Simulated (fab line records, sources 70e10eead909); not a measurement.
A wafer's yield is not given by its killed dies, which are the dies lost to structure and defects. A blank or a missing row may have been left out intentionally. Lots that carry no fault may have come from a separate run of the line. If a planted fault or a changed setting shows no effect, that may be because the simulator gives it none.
Chamber matching || flow nand_harc || 3 sister chambers for NHARC_A_STAIRCASE_DEP_259 on pecvd-01
The step deposits SiON, target thk 30 nm. 14 wafers are shown with their chamber, then 7 later ones without.

## EACH WAFER AND ITS CHAMBER
{"wafer": "L079.1", "chamber": 1, "heater_power_w (W)": 750, "susceptor_temp_C (C)": 400.43}
{"wafer": "L079.3", "chamber": 2, "heater_power_w (W)": 659, "susceptor_temp_C (C)": 400.01}
{"wafer": "L079.5", "chamber": 1, "heater_power_w (W)": 755, "susceptor_temp_C (C)": 400.24}
{"wafer": "L080.2", "chamber": 0, "heater_power_w (W)": 611, "susceptor_temp_C (C)": 399.65}
{"wafer": "L080.3", "chamber": 1, "heater_power_w (W)": 731, "susceptor_temp_C (C)": 399.74}
{"wafer": "L080.6", "chamber": 2, "heater_power_w (W)": 625, "susceptor_temp_C (C)": 399.43}
{"wafer": "L082.1", "chamber": 1, "heater_power_w (W)": 693, "susceptor_temp_C (C)": 399.92}
{"wafer": "L082.4", "chamber": 2, "heater_power_w (W)": 641, "susceptor_temp_C (C)": 399.95}
{"wafer": "L082.5", "chamber": 1, "heater_power_w (W)": 664, "susceptor_temp_C (C)": 399.96}
{"wafer": "L088.1", "chamber": 2, "heater_power_w (W)": 660, "susceptor_temp_C (C)": 400.10}
{"wafer": "L088.2", "chamber": 0, "heater_power_w (W)": 601, "susceptor_temp_C (C)": 399.89}
{"wafer": "L088.3", "chamber": 1, "heater_power_w (W)": 706, "susceptor_temp_C (C)": 399.66}
{"wafer": "L089.1", "chamber": 0, "heater_power_w (W)": 623, "susceptor_temp_C (C)": 400.03}
{"wafer": "L089.3", "chamber": 2, "heater_power_w (W)": 623, "susceptor_temp_C (C)": 399.69}

SIGNATURES (means of the wafers above)
{"reading": "heater_power_w", "chamber 0": 611.67, "chamber 1": 716.50, "chamber 2": 641.60, "scatter within a chamber": 26.5}
{"reading": "susceptor_temp_C", "chamber 0": 399.8567, "chamber 1": 399.9917, "chamber 2": 399.8360, "scatter within a chamber": 0.271}
Rule: distance of a wafer from a chamber = root of the sum over the readings of ((wafer's reading minus chamber's mean) / reading's scatter) squared. If the next closest chamber is less than 2 further off than the closest, the wafer can't be placed; otherwise it belongs to the closest. The scatter is the square root of a quotient: the sum, over the shown wafers, of each reading's squared deviation from its chamber's mean, divided by wafers minus chambers.

## WAFERS WHOSE CHAMBER IS MISSING
{"wafer": "L089.6", "heater_power_w (W)": 595, "susceptor_temp_C (C)": 400.10}
{"wafer": "L094.1", "heater_power_w (W)": 632, "susceptor_temp_C (C)": 399.93}
{"wafer": "L094.2", "heater_power_w (W)": 561, "susceptor_temp_C (C)": 399.76}
{"wafer": "L094.3", "heater_power_w (W)": 654, "susceptor_temp_C (C)": 400.34}
{"wafer": "L092.3", "heater_power_w (W)": 715, "susceptor_temp_C (C)": 400.16}
{"wafer": "L092.5", "heater_power_w (W)": 627, "susceptor_temp_C (C)": 400.12}
{"wafer": "L092.6", "heater_power_w (W)": 721, "susceptor_temp_C (C)": 399.70}

## WHICH CHAMBER EACH ONE RAN IN
{"wafer": "L089.6", "from the rows above": "can't be placed: 0 or 2", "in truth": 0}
{"wafer": "L094.1", "from the rows above": "can't be placed: 2 or 0", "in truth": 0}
{"wafer": "L094.2", "from the rows above": "can't be placed: 0 or 2", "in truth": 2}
{"wafer": "L094.3", "from the rows above": "can't be placed: 2 or 0 or 1", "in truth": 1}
{"wafer": "L092.3", "from the rows above": 1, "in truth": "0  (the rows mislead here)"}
{"wafer": "L092.5", "from the rows above": "can't be placed: 0 or 2", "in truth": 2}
{"wafer": "L092.6", "from the rows above": "can't be placed: 1 or 2", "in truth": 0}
0 of 7 placed correctly. Can't be placed from these rows: 6 (the true chamber is among the candidates in 5). Wrongly placed: 1.
